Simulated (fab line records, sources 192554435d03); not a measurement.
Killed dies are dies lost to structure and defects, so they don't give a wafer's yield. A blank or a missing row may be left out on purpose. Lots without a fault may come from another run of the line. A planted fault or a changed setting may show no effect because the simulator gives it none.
One fault seen from 3 desks | flow n5_finfet | each desk has only its own numbers; what lay behind them comes last

THE METROLOGY DESK
What the gauges read, lot by lot, whatever tool the lot ran on: means of the sampled wafers that have a number. A lot is out of limits, marked OUT, if its mean lies more than 4 standard deviations from the usual mean; the brackets give that distance. Of its 11 readings 7 are shown: those that lie furthest out on some lot.
Columns: A = DIBL_N at N5_BEOL_M4_RC_MEAS_101, usual 35.7 mV/V; B = DIBL_P at N5_BEOL_M4_RC_MEAS_101, usual 35.7 mV/V; C = IOFF_N at N5_BEOL_M4_RC_MEAS_101, usual 0.155 nA/um; D = SS_N at N5_BEOL_M4_RC_MEAS_101, usual 71.3 mV/dec; E = SS_P at N5_BEOL_M4_RC_MEAS_101, usual 73.1 mV/dec; F = VT_N at N5_BEOL_M4_RC_MEAS_101, usual 250 mV; G = VT_P at N5_BEOL_M4_RC_MEAS_101, usual -251 mV
lot  | first seen here | A    | B    | C     | D    | E    | F   | G
L259 | day 5 15:23     | 36.4 | 35.8 | 0.155 | 71.5 | 73.0 | 251 | -251
L260 | day 6 00:08     | 37.1 | 37.3 | 0.185 | 71.6 | 73.4 | 246 | -248
L261 | day 6 13:53     | 34.6 | 34.8 | 0.156 | 71.2 | 72.6 | 248 | -249
L269 | day 8 04:45     | 36.3 | 37.0 | 0.156 | 71.4 | 73.7 | 249 | -254
L270 | day 8 08:35     | 35.3 | 33.9 | 0.145 | 70.9 | 73.3 | 250 | -252
L272 | day 9 00:00     | 37.9 | 38.1 | 0.194 | 71.5 | 73.4 | 248 | -251
L274 | day 9 12:32     | 37.2 | 37.3 | 0.162 | 71.7 | 73.0 | 251 | -249
L275 | day 10 00:26    | 37.1 | 36.7 | 0.166 | 72.3 | 73.3 | 247 | -247
L282 | day 11 17:44    | 36.5 | 38.2 | 0.174 | 72.1 | 73.1 | 247 | -251
This desk's finding: nothing out of limits on any of the 9 lots.

THE TOOL OWNER'S DESK: pecvd-03
The tool's own readings at N5_BEOL_M0_SAQP_ILD_DEP_01 (deposits SiOC from DEMS/O2, target thk 45.419 nm, time 8.7 s): means of the sampled wafers that have a number, for each lot that ran on this tool. A lot is out of limits, marked OUT, if its mean lies more than 4 standard deviations from the usual mean; the brackets give that distance.
Columns: A = heater_power_w at N5_BEOL_M0_SAQP_ILD_DEP_01, usual 461 W; B = showerhead_plenum_p_Torr at N5_BEOL_M0_SAQP_ILD_DEP_01, usual 5.691 Torr; C = throttle_valve_pct at N5_BEOL_M0_SAQP_ILD_DEP_01, usual 11.7 %
lot  | first seen here | A   | B     | C
L259 | day 5 08:37     | 460 | 5.695 | 11.6
L260 | day 5 17:41     | 550 | 5.689 | 12.2
L261 | day 6 08:02     | 511 | 5.680 | 12.2
L269 | day 8 00:01     | 460 | 5.681 | 12.3
L270 | day 8 03:36     | 485 | 5.696 | 12.0
L272 | day 8 14:53     | 501 | 5.685 | 12.3
This desk's finding: nothing out of limits on any of the 6 lots.

THE DEFECT DESK
What the inspections along the route counted, lot by lot: means of the sampled wafers that have a number. A lot is out of limits, marked OUT, if its mean lies more than 4 standard deviations from the usual mean; the brackets give that distance.
Columns: A = raw_defect_count at N5_BEOL_M0_SAQP_INSPECT_42, usual 293; B = raw_defect_count at N5_BEOL_M0_CUTY_INSPECT_59, usual 2.0
lot  | first seen here | A   | B
L259 | day 5 15:27     | 279 | 2.0
L260 | day 6 00:12     | 239 | 1.3
L261 | day 6 13:57     | 358 | 1.0
L269 | day 8 04:48     | 252 | 1.7
L270 | day 8 08:38     | 506 | 166.0 (+99 or more) OUT
L272 | day 9 00:03     | 568 | 157.7 (+99 or more) OUT
L274 | day 9 12:36     | 258 | 1.3
L275 | day 10 00:29    | 325 | 2.3
L282 | day 11 17:48    | 246 | 1.7
This desk's finding: out of limits on L270, L272; first on L270, day 8 10:01 (raw_defect_count at N5_BEOL_M0_CUTY_INSPECT_59). In limits: L259, L260, L261, L269, L274, L275, L282.

PUT TOGETHER
The defect desk could have raised an alarm at day 8 10:01, on L270, L272.
The metrology desk saw nothing out of limits.
The tool owner's desk saw nothing out of limits.
The metrology desk has L270, L272 on record, within its limits.
The tool owner's desk has L270, L272 on record, within its limits.
Of the lots named, all ran N5_BEOL_M0_SAQP_ILD_DEP_01 on pecvd-03.

WHAT THE SIMULATOR HAD PUT IN
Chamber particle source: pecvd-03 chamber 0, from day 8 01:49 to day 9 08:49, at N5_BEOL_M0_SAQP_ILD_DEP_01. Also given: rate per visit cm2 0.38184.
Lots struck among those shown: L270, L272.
Hours from the fault's start to each desk's first reading out of limits: the defect desk, 8.
